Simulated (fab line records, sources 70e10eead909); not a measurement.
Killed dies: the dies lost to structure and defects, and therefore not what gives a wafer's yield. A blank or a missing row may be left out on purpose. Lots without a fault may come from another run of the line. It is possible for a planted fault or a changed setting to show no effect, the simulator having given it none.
Comparing a struck lot with a sound one :: flow nandHarc :: 14 out of 1302 route steps
Sound: the wafers L551.4, L551.5, L551.6. Wafers L557.1, L557.2, L557.5 were the ones struck. At the end, the cause is stated.
Per side, at each step with rows, come the tool, then ch with its chambers, and then its first start. Under that, the readings that differ: sound wafers :: struck wafers :: difference of the means :: sigmas: that difference in standard deviations of wafers without a fault.
alike: same words and numbers on both sides, and readings whose means sit less than 2 such deviations apart. not compared: any withheld reading, any reading some wafer has no value for, any bound like >300 that may hide the same value, and any number with overlapping values for which the record gives no deviation.
A row with sigmas, a row that says differs or no value, or rows on one side alone: a step with any of these is where the two part. Numbers that don't overlap but have no deviation are shown without sigmas and don't part them. A reading that every wafer of one side lacks parts them only if that side has two wafers or more.

first, 3 steps without rows for these wafers: NHARC_A_CHANNEL_HOLE_D1_STRIP_41 (strips in N2/H2); NHARC_A_CHANNEL_HOLE_D1_STRIP_42 (strips in CF4/CHF3); NHARC_A_CHANNEL_HOLE_D1_STRIP_43 (strips in O2/COS).
NHARC_A_CHANNEL_HOLE_D1_ETCH_44: etches the open film in CF4/O2, target depth 140 nm, overetch 14 nm, time 77 s.
  sound on rieDiel-05 ch 0,2,3, day 13 01:46; struck on rieDiel-01 ch 0,3, day 16 00:59
  alike: drypumpMotorCurrentA, oesProductAu, rfVppV, showerheadPlenumPTorr, throttleValvePct
  not compared: rfHoursCounterH
NHARC_A_CHANNEL_HOLE_D1_STRIP_27: strips in O2.
  sound: rieDiel-05 ch 2,3; struck: rieDiel-01 ch 1,2,3
  alike: drypumpMotorCurrentA, oesProductAu, rfVppV, showerheadPlenumPTorr, throttleValvePct
  not compared: rfHoursCounterH
then, 2 steps without rows for these wafers: NHARC_A_CHANNEL_HOLE_D1_PRECLEAN_28 (cleans in SC1); NHARC_A_CHANNEL_HOLE_D1_SRD_29.
NHARC_A_CHANNEL_HOLE_D1_CD_MEAS_30:
  struck on cdSem-01, day 16 01:49; sound on cdSem-03, day 13 02:34
  alike: cdNm
NHARC_A_CHANNEL_HOLE_D1_XSEM_31:
  sound on xsem-02 ch 0, day 13 02:40; struck on xsem-02 ch 0, day 16 01:55
  alike: botCdNm, bowNm, tiltDeg
NHARC_A_CHANNEL_HOLE_D1_INSPECT_40:
  struck on defectInspect-02, day 16 02:01; sound on defectInspect-02, day 13 02:45
  alike: rawDefectCount
then, 2 steps without rows for these wafers: NHARC_A_CHANNEL_FILL_D1_PRECLEAN_00 (cleans in SC1); NHARC_A_CHANNEL_FILL_D1_SRD_01.
NHARC_A_CHANNEL_FILL_D1_ALD_02: deposits SiO2, target thk 6 nm, pulse time 10 s, ald cycles 60.
  sound on aldHk-02 ch 2,3, day 13 03:01; struck on aldHk-02 ch 0,1,2, day 16 02:12
  no value came back on the struck wafers for aldCycles, heaterPowerOuterW (W), heaterPowerW (W), precursorPulseHeightRel; on the sound wafers aldCycles reads 60 60 60
NHARC_A_CHANNEL_FILL_D1_ALD_03: deposits SiNx, target thk 6 nm, pulse time 60 s, ald cycles 58.
  sound: aldSinBatch-02 ch 0; struck: aldSinBatch-03 ch 0
  alike: chamberPressureTorr, precursorPulseHeightRel

## WHERE THEY PART
Only at NHARC_A_CHANNEL_FILL_D1_ALD_02, within this record. Later steps at which nothing parts them and some readings are alike: NHARC_A_CHANNEL_FILL_D1_ALD_03.

WHY: what the simulator had put in
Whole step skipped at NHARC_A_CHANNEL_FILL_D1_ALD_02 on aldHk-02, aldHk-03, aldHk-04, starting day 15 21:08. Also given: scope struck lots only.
